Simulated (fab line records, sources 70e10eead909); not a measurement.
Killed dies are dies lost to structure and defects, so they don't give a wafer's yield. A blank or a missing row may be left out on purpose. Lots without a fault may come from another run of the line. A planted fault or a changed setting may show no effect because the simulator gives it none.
Chamber matching | flow nand_harc | NHARC_A_WL_FILL_CMP_12 on cmp-02: 4 sister chambers
The step polishes, t overpolish 30 s, target thk 75 nm. 4 wafers are shown with their chamber, then 7 later ones without.

WAFERS WITH THEIR CHAMBER
wafer  | chamber | motor_current_A (A)
L625.3 | 0       | 11.8
L634.3 | 1       | 13.0
L631.1 | 2       | 13.5
L631.5 | 3       | 12.2

WAFERS WITHOUT THEIR CHAMBER
wafer  | motor_current_A (A)
L631.6 | 13.1
L640.1 | 13.1
L640.2 | 12.9
L640.4 | 11.8
L642.2 | 11.9
L642.3 | 12.6
L642.4 | 13.0

WHICH CHAMBER EACH WENT THROUGH
wafer  | from the rows above     | in truth
L631.6 | can't be placed: 1 or 2 | 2
L640.1 | can't be placed: 1 or 2 | 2
L640.2 | 1                       | 1
L640.4 | 0                       | 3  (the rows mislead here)
L642.2 | can't be placed: 0 or 3 | 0
L642.3 | can't be placed: 1 or 3 | 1
L642.4 | 1                       | 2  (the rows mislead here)
Placed correctly: 1 of 7. Can't be placed from these rows: 4 (the true chamber is among the candidates in 4). Placed wrongly: 2.
How it was worked out, from the rows above alone: a wafer's distance from a chamber is the root of the sum, over the readings, of the square of ((its reading less the chamber's mean) divided by the reading's scatter). The wafer belongs to the nearest chamber; if the next one is less than 2 further off, it can't be placed. A chamber's mean is the mean of its shown wafers. The scatter: with one shown wafer a chamber, the root of the mean of the squares of how far each hidden wafer lies from its nearest shown one.
